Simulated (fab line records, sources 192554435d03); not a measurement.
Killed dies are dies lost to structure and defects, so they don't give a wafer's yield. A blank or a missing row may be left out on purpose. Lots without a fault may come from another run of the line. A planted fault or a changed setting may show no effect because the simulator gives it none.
Chamber matching | flow n5_finfet | N5_SD_EPI_N_LINER_46 on ald_sin-04: 4 sister chambers
The step material SiNx, target thk 3 nm. 4 wafers are shown with their chamber, then 8 later ones without.

WAFERS WITH THEIR CHAMBER
wafer  | chamber | heater_power_w (W)
L081.3 | 2       | 1028
L088.1 | 0       | 808
L088.5 | 1       | 884
L089.1 | 3       | 969

WAFERS WITHOUT THEIR CHAMBER
wafer  | heater_power_w (W)
L089.4 | 867
L089.5 | 989
L090.2 | 1022
L090.3 | 982
L090.5 | 804
L093.3 | 861
L093.5 | 852
L093.6 | 1005

WHICH CHAMBER EACH WENT THROUGH
wafer  | from the rows above     | in truth
L089.4 | 1                       | 1
L089.5 | can't be placed: 3 or 2 | 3
L090.2 | 2                       | 2
L090.3 | can't be placed: 3 or 2 | 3
L090.5 | 0                       | 0
L093.3 | can't be placed: 1 or 0 | 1
L093.5 | can't be placed: 1 or 0 | 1
L093.6 | can't be placed: 2 or 3 | 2
Placed correctly: 3 of 8. Can't be placed from these rows: 5 (the true chamber is among the candidates in 5). Placed wrongly: 0.
How it was worked out, from the rows above alone: a wafer's distance from a chamber is the root of the sum, over the readings, of the square of ((its reading less the chamber's mean) divided by the reading's scatter). The wafer belongs to the nearest chamber; if the next one is less than 2 further off, it can't be placed. A chamber's mean is the mean of its shown wafers. The scatter: with one shown wafer a chamber, the root of the mean of the squares of how far each hidden wafer lies from its nearest shown one.
